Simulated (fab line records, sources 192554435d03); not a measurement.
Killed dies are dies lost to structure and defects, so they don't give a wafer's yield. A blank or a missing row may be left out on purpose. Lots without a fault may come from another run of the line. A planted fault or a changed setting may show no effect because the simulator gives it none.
Problem report in the 8D (eight disciplines) form, filled by code | flow n5_finfet | the parts of the form that need people (team, actions taken, sign-off) are left out

1. THE PROBLEM
susceptor_temp_C at N5_BEOL_M2_ALD_98 reads a mean of 98.40 C on 1 wafer of 1 lot; wafers without a fault read 100.01 C with a standard deviation of 0.13. That is -12 standard deviations from the usual mean.
The step: deposits SiO2, target thk 2.5 nm, pulse time 1 s, co reactant pulse time 1 s.
First seen on wafer L234.5, day 9 04:55, on ald_sin-04. The record holds 27 wafers of 9 lots with a number at this step. Rule for "out", or "out of limits": more than 4 standard deviations from the usual mean. The other wafers with a number count as sound.

2. WHAT IT IS AND WHAT IT IS NOT
question                    | is               | is not
which readings at this step | susceptor_temp_C | heater_power_w, precursor_pulse_height_rel
which lots                  | L234             | L226, L227, L228, L232, L236, L244, L245, L246
which wafers of those lots  | L234.5           | L234.2, L234.4
read on which tools         | ald_sin-04       | ald_sin-02
when                        | from day 9 04:55 | up to then (14 sound wafers); but 12 sound wafers of L236, L244, L245, L246 came after

3. SUSPECTS, AND WHAT RULES EACH OUT
Counting: a tool at a process step up to the reading stays a suspect if it ran every lot that is out. Sound lots after the first of them don't rule it out here, since some wafers of a struck lot are sound.
- rie_diel-03 at N5_BEOL_M2_ETCH_64 (etches SOC in N2/H2, target depth 75 nm, overetch 22.5 nm, time 121.9 s): kept. It ran the lot that is out, L234 (day 9 03:51); its last sound lot up to then is L228 (day 7 16:05).
- rie_diel-01 at N5_BEOL_M2_STRIP_19 (strips in O2): kept. It ran the lot that is out, L234 (day 9 04:14); its last sound lot up to then is L226 (day 7 03:46).
- ald_sin-04 at N5_BEOL_M2_ALD_98 (deposits SiO2, target thk 2.5 nm, pulse time 1 s, co reactant pulse time 1 s): kept. It ran the lot that is out, L234 (day 9 04:55); its last sound lot up to then is L227 (day 7 14:48). Its own readings are out on those wafers: susceptor_temp_C.
- Within rie_diel-03 at N5_BEOL_M2_ETCH_64: the wafers that are out ran in chamber 0; their sound lot-mates ran in chambers 2, 3.
- Within ald_sin-04 at N5_BEOL_M2_ALD_98: the wafers that are out ran in chamber 0; their sound lot-mates ran in chambers 1, 2.
Left after counting: rie_diel-03 at N5_BEOL_M2_ETCH_64, rie_diel-01 at N5_BEOL_M2_STRIP_19, ald_sin-04 at N5_BEOL_M2_ALD_98.

4. THE CAUSE (what the simulator had put in)
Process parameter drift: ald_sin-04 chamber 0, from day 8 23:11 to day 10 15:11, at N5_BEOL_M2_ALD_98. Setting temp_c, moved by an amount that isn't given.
Counting left 3 suspects, and this tool is among them.

5. THE CHAIN OF EFFECTS, in route order
Each row: a reading whose mean over the struck wafers that have a number lies more than 3 standard deviations from the usual. Only readings for which the record gives a usual standard deviation are gone through. hours: the time from each lot's start at the first step in this table that gives one to its start at this step, as a median over the lots. sigmas: the change in usual standard deviations.
hours | step              | reading          | usual    | on struck wafers | change | sigmas
0     | N5_BEOL_M2_ALD_98 | susceptor_temp_C | 100.01 C | 98.40            | -1.61  | -12
The process steps in it:
- N5_BEOL_M2_ALD_98: deposits SiO2, target thk 2.5 nm, pulse time 1 s, co reactant pulse time 1 s.
Later measuring or inspecting steps at which every struck wafer that the step has a row for has a number for every such reading, and none has moved that far: N5_BEOL_M4_RC_MEAS_101.

6. WHAT WOULD HAVE CAUGHT IT SOONER
In this record the first reading out of limits was taken at day 9 04:55, 6 hours after the fault began at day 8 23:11.
